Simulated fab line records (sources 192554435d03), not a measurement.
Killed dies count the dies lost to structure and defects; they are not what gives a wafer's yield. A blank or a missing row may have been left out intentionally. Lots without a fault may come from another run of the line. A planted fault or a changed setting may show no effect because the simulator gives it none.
Matching of chambers | flow n5-finfet | N5_MOL_CONTACT_COAG_CMP_23 on cmp-03: 4 sister chambers
The step polishes, stops on SiO2, t overpolish 1.5 s, target thk 0 nm. 16 wafers are shown with their chamber, then 8 later ones without.

WAFERS, EACH WITH ITS CHAMBER
wafer  | chamber | motor-current-A (A) | time-to-endpoint-s (s) | overpolish-run-s (s)
L076.3 | 0       | 7.6                 | 10.1                   | 1.516
L076.5 | 0       | 7.6                 | 11.6                   | 1.509
L076.6 | 3       | 8.0                 | 7.3                    | 1.497
L077.1 | 2       | 7.1                 | 11.5                   | 1.503
L077.2 | 0       | 7.8                 | 10.5                   | 1.495
L077.6 | 2       | 6.9                 | 12.8                   | 1.529
L081.1 | 0       | 8.2                 | 11.5                   | 1.503
L081.3 | 3       | 8.4                 | 10.0                   | 1.490
L081.6 | 0       | 7.8                 | 13.9                   | 1.499
L083.3 | 2       | 6.6                 | 11.1                   | 1.523
L083.4 | 1       | 9.9                 | 12.9                   | 1.500
L083.6 | 3       | 8.3                 | 9.7                    | 1.502
L086.1 | 0       | 7.3                 | 13.6                   | 1.495
L086.2 | 3       | 8.4                 | 9.3                    | 1.512
L086.3 | 1       | 10.0                | 11.4                   | 1.517
L090.2 | 3       | 8.1                 | 10.3                   | 1.495

SIGNATURES (means of the wafers above)
reading            | chamber 0 | chamber 1 | chamber 2 | chamber 3 | scatter within a chamber
motor-current-A    | 7.717     | 9.950     | 6.867     | 8.240     | 0.244
time-to-endpoint-s | 11.867    | 12.150    | 11.800    | 9.320     | 1.31
overpolish-run-s   | 1.50283   | 1.50850   | 1.51833   | 1.49920   | 0.00976
Rule: distance of a wafer from a chamber = root of the sum over the readings of ((wafer's reading minus chamber's mean) / reading's scatter) squared. If the next closest chamber is less than 2 further off than the closest, the wafer can't be placed; otherwise it belongs to the closest. The scatter is the square root of a quotient: the sum, over the shown wafers, of each reading's squared deviation from its chamber's mean, divided by wafers minus chambers.

WAFERS WITHOUT THEIR CHAMBER
wafer  | motor-current-A (A) | time-to-endpoint-s (s) | overpolish-run-s (s)
L090.4 | 7.7                 | 12.6                   | 1.511
L090.6 | 7.1                 | 12.2                   | 1.482
L093.2 | 7.6                 | 7.7                    | 1.501
L093.4 | 9.7                 | 7.0                    | 1.496
L093.5 | 8.3                 | 7.6                    | 1.496
L094.3 | 8.2                 | 6.2                    | 1.494
L094.4 | 7.9                 | 8.5                    | 1.525
L094.5 | 7.0                 | 9.8                    | 1.496

CHAMBER TAKEN BY EACH
wafer  | from the rows above          | in truth
L090.4 | 0                            | 0
L090.6 | can't be placed: 0 or 2      | 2
L093.2 | can't be placed: 3 or 0 or 2 | 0
L093.4 | 1                            | 1
L093.5 | 3                            | 3
L094.3 | 3                            | 3
L094.4 | can't be placed: 3 or 0 or 2 | 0
L094.5 | can't be placed: 2 or 0      | 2
Placed correctly: 4 of 8. From these rows, 4 cannot be placed; in 4 the true chamber is one of the candidates. Placed wrongly: 0.
